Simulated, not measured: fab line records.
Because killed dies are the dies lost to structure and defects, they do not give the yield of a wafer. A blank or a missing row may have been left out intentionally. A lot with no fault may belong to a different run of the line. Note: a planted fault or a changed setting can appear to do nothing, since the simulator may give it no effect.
What tool caused it? | flow nand-harc | 18 wafers from 6 lots sampled at 5 of the route's 1159 steps

## WHAT THE GAUGES SHOWED, per wafer
NHARC_END_SORT_01.
lot  | measured     | on        | killed-at-array
L788 | day 23 09:22 | prober-02 | 672 672 674

## WHAT TOOL EACH LOT RAN ON (gives the tool, then ch and the chambers of the sampled wafers, and finally the start)
lot  | NHARC_A_CONTACT_ETCH_48            | NHARC_A_CONTACT_ETCH_114             | NHARC_A_CONTACT_ETCH_115             | NHARC_A_CONTACT_ETCH_116
L784 | rie-diel-05 ch 0,3, day 18 01:06   | har-cap-etch-03 ch 0,1, day 18 02:52 | har-cap-etch-03 ch 0,1, day 18 02:58 | har-cap-etch-03 ch 0,1, day 18 03:03
L785 | rie-diel-08 ch 0,1,2, day 18 18:04 | har-cap-etch-03 ch 0,1, day 18 19:37 | har-cap-etch-03 ch 0,1, day 18 19:42 | har-cap-etch-03 ch 0,1, day 18 19:47
L788 | rie-diel-08 ch 0,1, day 19 20:41   | har-cap-etch-01 ch 0,1, day 19 22:41 | har-cap-etch-01 ch 0,1, day 19 22:47 | har-cap-etch-01 ch 0,1, day 19 22:52
L795 | rie-diel-02 ch 0,1,2, day 20 12:36 | har-cap-etch-02 ch 0,1, day 20 14:35 | har-cap-etch-02 ch 0,1, day 20 14:41 | har-cap-etch-02 ch 0,1, day 20 14:46
L799 | rie-diel-05 ch 0,2,3, day 21 19:08 | har-cap-etch-03 ch 0,1, day 21 20:43 | har-cap-etch-03 ch 0,1, day 21 20:48 | har-cap-etch-03 ch 0,1, day 21 20:53
L800 | rie-diel-08 ch 1,3, day 22 02:55   | har-cap-etch-01 ch 0,1, day 22 04:49 | har-cap-etch-01 ch 0,1, day 22 04:56 | har-cap-etch-01 ch 0,1, day 22 05:03
- NHARC_A_CONTACT_ETCH_48: etches the open film in CF4, target depth 39 nm, time 65 s.
- NHARC_A_CONTACT_ETCH_114: etches the open film in C4F8/O2/Ar, time 94 s, target depth 922 nm.
- NHARC_A_CONTACT_ETCH_115: etches the open film in C4F8/O2/Ar, time 94 s, target depth 922 nm.
- NHARC_A_CONTACT_ETCH_116: etches the open film in C4F8/O2/Ar, time 94 s, target depth 922 nm.

## THE ANSWER, worked out from the rows above alone
Rule: usual is defined by the lots themselves. Put in order of their means at a reading, lots are off if they are a third of the lots or fewer, leave a main group of 4 or more, and stand apart from it by a gap of 3 or more times the standard deviation of the main group's means; of several such gaps the widest counts. The tables above print the reading to a certain number of digits; a main group whose means all agree to those digits is not used. Also off: a lot with no number at a reading for which 4 or more lots have one. All remaining lots with rows at the step are treated as sound.
No lot is off at any reading shown: from this, nothing can be told.

## WHAT WAS PUT IN BY THE SIMULATOR
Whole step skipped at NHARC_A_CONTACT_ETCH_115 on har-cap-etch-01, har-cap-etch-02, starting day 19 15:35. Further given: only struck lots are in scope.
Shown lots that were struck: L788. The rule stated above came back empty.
